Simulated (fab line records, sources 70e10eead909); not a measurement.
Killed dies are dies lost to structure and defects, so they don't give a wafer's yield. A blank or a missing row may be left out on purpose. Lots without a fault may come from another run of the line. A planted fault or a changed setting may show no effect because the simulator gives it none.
Chamber matching | flow nand_harc | NHARC_P_M2_DESCUM_14 on rie_diel-04: 4 sister chambers
The step chemistry O2, time 3 s. 8 wafers are shown with their chamber, then 8 later ones without.

WAFERS WITH THEIR CHAMBER
wafer  | chamber | drypump_motor_current_A (A) | rf_vpp_V (V)
L075.5 | 3       | 5.8                         | 57.5
L077.3 | 3       | 5.8                         | 57.4
L082.1 | 2       | 6.3                         | 56.3
L082.6 | 1       | 5.6                         | 56.6
L087.2 | 0       | 5.7                         | 56.9
L087.5 | 2       | 6.3                         | 57.4
L087.6 | 1       | 5.5                         | 57.3
L090.3 | 0       | 5.7                         | 59.0

WAFERS WITHOUT THEIR CHAMBER
wafer  | drypump_motor_current_A (A) | rf_vpp_V (V)
L090.4 | 5.7                         | 58.5
L090.6 | 5.8                         | 57.3
L092.2 | 5.6                         | 57.7
L092.4 | 6.3                         | 56.9
L092.6 | 5.7                         | 58.5
L093.2 | 6.3                         | 57.7
L093.5 | 5.8                         | 57.0
L093.6 | 5.8                         | 57.5

WHICH CHAMBER EACH WENT THROUGH
wafer  | from the rows above     | in truth
L090.4 | 0                       | 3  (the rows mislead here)
L090.6 | 3                       | 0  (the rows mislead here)
L092.2 | can't be placed: 1 or 0 | 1
L092.4 | 2                       | 2
L092.6 | 0                       | 0
L093.2 | 2                       | 2
L093.5 | 3                       | 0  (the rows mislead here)
L093.6 | 3                       | 3
Placed correctly: 4 of 8. Can't be placed from these rows: 1 (the true chamber is among the candidates in 1). Placed wrongly: 3.
How it was worked out, from the rows above alone: a wafer's distance from a chamber is the root of the sum, over the readings, of the square of ((its reading less the chamber's mean) divided by the reading's scatter). The wafer belongs to the nearest chamber; if the next one is less than 2 further off, it can't be placed. A chamber's mean is the mean of its shown wafers. The scatter: the root of (the sum of the squares of (reading less its chamber's mean) over the shown wafers, divided by (wafers less chambers)).
